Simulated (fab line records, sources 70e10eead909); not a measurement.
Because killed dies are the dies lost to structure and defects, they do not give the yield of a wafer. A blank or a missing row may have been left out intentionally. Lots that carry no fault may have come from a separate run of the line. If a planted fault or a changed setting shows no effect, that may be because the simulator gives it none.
Chamber matching    flow nand-harc    NHARC_A_BLC_STRIP_29 on rie-diel-10: 4 sister chambers
The step strips in CF4. 22 wafers are shown with their chamber, then 11 later ones without.

EACH WAFER AND ITS CHAMBER
wafer   chamber  drypump-motor-current-A (A)  showerhead-plenum-p-Torr (Torr)  oes-product-au (a.u.)
L074.4  3        6.3                          1.65                             0.979
L074.5  1        5.2                          1.83                             0.993
L074.6  0        6.6                          1.68                             0.990
L078.1  3        6.3                          1.65                             0.987
L078.3  0        6.6                          1.68                             1.005
L078.4  1        5.2                          1.82                             1.001
L080.1  0        6.6                          1.68                             0.997
L080.3  2        5.8                          1.66                             0.991
L080.5  3        6.3                          1.65                             0.977
L082.1  3        6.3                          1.65                             0.984
L082.3  0        6.6                          1.68                             1.002
L082.6  3        6.3                          1.65                             0.993
L085.1  3        6.3                          1.65                             0.985
L085.2  0        6.6                          1.68                             1.004
L085.3  1        5.2                          1.82                             1.004
L086.3  2        5.7                          1.66                             1.002
L086.4  0        6.6                          1.68                             1.005
L086.6  0        6.6                          1.68                             0.998
L089.2  0        6.6                          1.68                             1.001
L089.4  2        5.7                          1.65                             0.993
L089.5  2        5.7                          1.65                             0.998
L088.2  2        5.7                          1.65                             0.993

SIGNATURES (averages over the wafers above)
reading                   chamber 0  chamber 1  chamber 2  chamber 3  scatter within a chamber
drypump-motor-current-A   6.600      5.200      5.720      6.300      0.0211
showerhead-plenum-p-Torr  1.6800     1.8233     1.6540     1.6500     0.00322
oes-product-au            1.00025    0.99933    0.99540    0.98417    0.00524
Rule: for each reading, subtract the chamber's mean from the wafer's reading, divide by that reading's scatter and square the result; add these up over the readings and take the root, which gives the wafer's distance from the chamber. If the next closest chamber is less than 2 further off than the closest, the wafer can't be placed; otherwise it belongs to the closest. The scatter: take each reading less its chamber's mean, square it, sum over the shown wafers, divide by the number of wafers less the number of chambers, and take the root.

WAFERS WITH NO CHAMBER GIVEN
wafer   drypump-motor-current-A (A)  showerhead-plenum-p-Torr (Torr)  oes-product-au (a.u.)
L088.4  5.2                          1.82                             1.008
L088.5  5.2                          1.82                             1.000
L090.3  6.6                          1.68                             1.005
L090.4  5.2                          1.82                             0.998
L090.6  5.2                          1.82                             1.004
L092.2  6.3                          1.65                             1.003
L092.4  5.7                          1.65                             1.005
L092.6  5.2                          1.82                             1.007
L096.1  5.8                          1.65                             1.002
L096.2  6.6                          1.68                             1.014
L096.3  5.1                          1.82                             1.017

EACH ONE'S CHAMBER
wafer   from the rows above  in truth
L088.4  1                    1
L088.5  1                    1
L090.3  0                    0
L090.4  1                    1
L090.6  1                    1
L092.2  3                    3
L092.4  2                    2
L092.6  1                    1
L096.1  2                    2
L096.2  0                    0
L096.3  1                    1
Correctly placed: 11 of 11. Not placeable from these rows: 0. 0 placed wrongly.
